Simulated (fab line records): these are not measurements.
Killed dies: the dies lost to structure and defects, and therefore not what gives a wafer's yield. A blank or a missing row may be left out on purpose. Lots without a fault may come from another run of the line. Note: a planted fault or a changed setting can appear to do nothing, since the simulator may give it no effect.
Which tool did it? ; flow n5 finfet ; 9 lots with 27 wafers sampled at 7 steps, on a route of 1938 steps

## WHAT THE GAUGES READ, wafer by wafer
N5_BEOL_M5_INSPECT_58: inspects for defects (darkfield). Usual: 63 for raw defect count, sd 18.
lot;measured;on;raw defect count;flag
L855;day 10 02:59;defect inspect-02;76 65 64;
L858;day 10 08:00;defect inspect-01;57 60 45;
L859;day 10 11:06;defect inspect-02;81 31 70;
L860;day 10 20:48;defect inspect-02;72 60 95;
L868;day 12 15:50;defect inspect-02;44 69 418;OFF
L867;day 12 20:33;defect inspect-01;39 348 407;OFF
L869;day 13 06:24;defect inspect-02;87 48 36;
L871;day 13 10:03;defect inspect-02;79 65 59;
L875;day 14 19:36;defect inspect-01;82 42 73;

N5_BEOL_M6_INSPECT_13: inspects for defects (brightfield). Usual: 391 for raw defect count, sd 85.
lot;measured;on;raw defect count;flag
L855;day 10 05:02;defect inspect-01;486 605 428;
L858;day 10 10:07;defect inspect-02;344 417 440;
L859;day 10 13:09;defect inspect-01;366 399 322;
L860;day 10 23:56;defect inspect-02;561 649 539;
L868;day 12 19:04;defect inspect-02;555 485 819;
L867;day 12 23:13;defect inspect-01;315 629 772;
L869;day 13 09:50;defect inspect-01;390 435 353;
L871;day 13 14:58;defect inspect-01;422 284 365;
L875;day 14 21:47;defect inspect-01;387 358 271;

N5_BEOL_M6_INSPECT_30: inspects for defects (brightfield). Usual: 406 for raw defect count, sd 94.
lot;measured;on;raw defect count;flag
L855;day 10 07:26;defect inspect-01;493 602 418;
L858;day 10 12:27;defect inspect-02;355 436 425;
L859;day 10 14:10;defect inspect-01;392 377 313;
L860;day 11 01:49;defect inspect-02;573 664 540;
L868;day 12 21:50;defect inspect-02;566 475 812;
L867;day 13 00:58;defect inspect-02;374 664 875;
L869;day 13 14:01;defect inspect-02;465 503 400;
L871;day 13 17:55;defect inspect-02;504 345 415;
L875;day 14 22:48;defect inspect-02;445 443 295;

## TOOL THAT RAN EACH LOT (tool first, then ch and the chambers of the sampled wafers, then the start)
lot;N5_BEOL_M5_STRIP_36;N5_BEOL_M5_SURFACE_TREAT_87;N5_BEOL_M5_SPUTTER_83;N5_BEOL_M5_CMP_52
L855;rie diel-02 ch 0,1,3, day 9 15:00;pvd sputter-02, day 9 16:57;pvd sputter-02, day 9 19:24;cmp-02 ch 0,1,3, day 10 02:25
L858;rie diel-02 ch 0,1,2, day 9 22:59;pvd sputter-03, day 10 00:21;pvd sputter-03, day 10 02:49;cmp-03 ch 0,1,3, day 10 07:25
L859;rie diel-06 ch 0,1,3, day 10 03:59;pvd sputter-01, day 10 05:25;pvd sputter-02, day 10 07:48;cmp-02 ch 1,2,3, day 10 10:31
L860;rie diel-06 ch 1,2,3, day 10 12:56;pvd sputter-02, day 10 15:00;pvd sputter-02, day 10 17:25;cmp-02 ch 0,3, day 10 20:12
L868;rie diel-06 ch 0,1,2, day 12 08:18;pvd sputter-03, day 12 10:10;pvd sputter-03, day 12 12:35;cmp-02 ch 0,2,3, day 12 15:17
L867;rie diel-06 ch 0,1,2, day 12 13:22;pvd sputter-02, day 12 14:47;pvd sputter-01, day 12 17:16;cmp-02 ch 0,2, day 12 19:58
L869;rie diel-02 ch 1,2,3, day 12 22:10;pvd sputter-01, day 13 00:37;pvd sputter-01, day 13 03:08;cmp-03 ch 1,2,3, day 13 05:52
L871;rie diel-05 ch 0,2,3, day 13 01:28;pvd sputter-03, day 13 03:59;pvd sputter-02, day 13 06:46;cmp-03 ch 1,2,3, day 13 09:30
L875;rie diel-02 ch 2,3, day 14 11:33;pvd sputter-01, day 14 13:22;pvd sputter-01, day 14 16:02;cmp-01 ch 2,3, day 14 18:59
- N5_BEOL_M5_STRIP_36: strips in N2/H2.
- N5_BEOL_M5_SURFACE_TREAT_87
- N5_BEOL_M5_SPUTTER_83: material Cu, target thk 15 nm, time 27.62 s.
- N5_BEOL_M5_CMP_52: polishes, stops on SiCOH lowk, t overpolish 6.9 s, target thk 62 nm.

## AS READ BY THE TOOLS THEMSELVES (means over the sampled wafers that have a number; for cases with no such wafer, the mark the record gives instead)
N5_BEOL_M5_STRIP_36. Usual: bias power w 7.001 W, standard deviation 0.021; drypump motor current A 5.7 A, standard deviation 0.34; h2 flow sccm 199.9 sccm, standard deviation 0.63; n2 flow sccm 200.0 sccm, standard deviation 0.64; oes product au 0.78 a.u., standard deviation 0.084; rf vpp V 59.1 V, standard deviation 1.5; showerhead plenum p Torr 2.53 Torr, standard deviation 0.11; throttle valve pct 23.7 %, standard deviation 0.33.
lot;tool;bias power w (W);drypump motor current A (A);h2 flow sccm (sccm);n2 flow sccm (sccm);oes product au (a.u.);rf vpp V (V);showerhead plenum p Torr (Torr);throttle valve pct (%);flag
L855;rie diel-02;7.004;5.8;200.2;200.3;0.74;58.7;2.60;23.8;
L858;rie diel-02;7.029;5.8;200.0;199.4;0.75;59.4;2.57;23.6;
L859;rie diel-06;7.005;5.6;200.6;199.6;0.83;59.0;2.57;23.7;
L860;rie diel-06;6.981;5.7;199.6;200.2;0.80;58.9;2.49;23.7;
L868;rie diel-06;7.017;5.9;199.9;200.8;0.75;58.9;2.47;24.0;
L867;rie diel-06;6.978;5.8;199.5;199.6;0.75;58.9;2.47;24.0;
L869;rie diel-02;7.004;5.8;199.8;200.1;0.73;58.0;2.54;23.7;
L871;rie diel-05;7.011;5.9;199.9;200.6;0.76;59.5;2.54;23.6;
L875;rie diel-02;7.006;5.5;200.7;199.4;0.73;59.5;2.46;23.5;

N5_BEOL_M5_SPUTTER_83. Usual: chuck sensor temp C -16.1 C, standard deviation 0.53; throttle valve pct 30.1 %, standard deviation 1.1.
lot;tool;chuck sensor temp C (C);throttle valve pct (%);flag
L855;pvd sputter-02;-16.6;30.5;
L858;pvd sputter-03;-15.8;30.0;
L859;pvd sputter-02;-16.6;29.8;
L860;pvd sputter-02;-16.5;30.6;
L868;pvd sputter-03;-15.7;29.6;
L867;pvd sputter-01;-16.1;30.2;
L869;pvd sputter-01;-16.0;30.5;
L871;pvd sputter-02;-16.6;29.8;
L875;pvd sputter-01;-16.1;29.7;

N5_BEOL_M5_CMP_52. Usual: barrier field endpoint s 24.6 s, standard deviation 0.55; motor current A 6.0 A, standard deviation 0.76; overpolish run s 6.900 s, standard deviation 0.0089; time to endpoint s 62.0 s, standard deviation 2.7.
lot;tool;barrier field endpoint s (s);motor current A (A);overpolish run s (s);time to endpoint s (s);flag
L855;cmp-02;24.6;5.7;6.903;63.5;
L858;cmp-03;24.2;6.4;6.900;61.7;
L859;cmp-02;24.3;5.9;6.894;61.7;
L860;cmp-02;24.4;5.4;6.903;57.7;
L868;cmp-02;24.6;5.4;6.896;61.7;
L867;cmp-02;24.2;5.3;6.898;58.7;
L869;cmp-03;25.0;6.7;6.910;64.3;
L871;cmp-03;24.3;6.6;6.899;61.0;
L875;cmp-01;25.3;5.9;6.905;62.5;

## THE ANSWER, worked out from the rows above alone
Rule: a lot counts as off when the mean over its wafers that have a number is more than 3 standard deviations away from the usual mean. Also off: a lot with no number at a reading for which 4 or more lots have one. All remaining lots with rows at the step are treated as sound. Order of review: gauges by route order, followed by the tools' own readings, for which a lot's mean as printed above is used. The first step at which some lot is off is used, and at that step the reading that is off furthest; a lot without a number counts as furthest.
Off, at N5_BEOL_M5_INSPECT_58 on raw defect count: L868, L867.
If a tool, at a process step before that reading, ran all the lots that are off and no sound lot after the first of them, it fits. The gauges at N5_BEOL_M5_INSPECT_58 are tried like those tools. 2 tools fit, rie diel-06 at N5_BEOL_M5_STRIP_36 and cmp-02 at N5_BEOL_M5_CMP_52, so this cannot tell which one it is.

## WHAT WAS PUT IN BY THE SIMULATOR
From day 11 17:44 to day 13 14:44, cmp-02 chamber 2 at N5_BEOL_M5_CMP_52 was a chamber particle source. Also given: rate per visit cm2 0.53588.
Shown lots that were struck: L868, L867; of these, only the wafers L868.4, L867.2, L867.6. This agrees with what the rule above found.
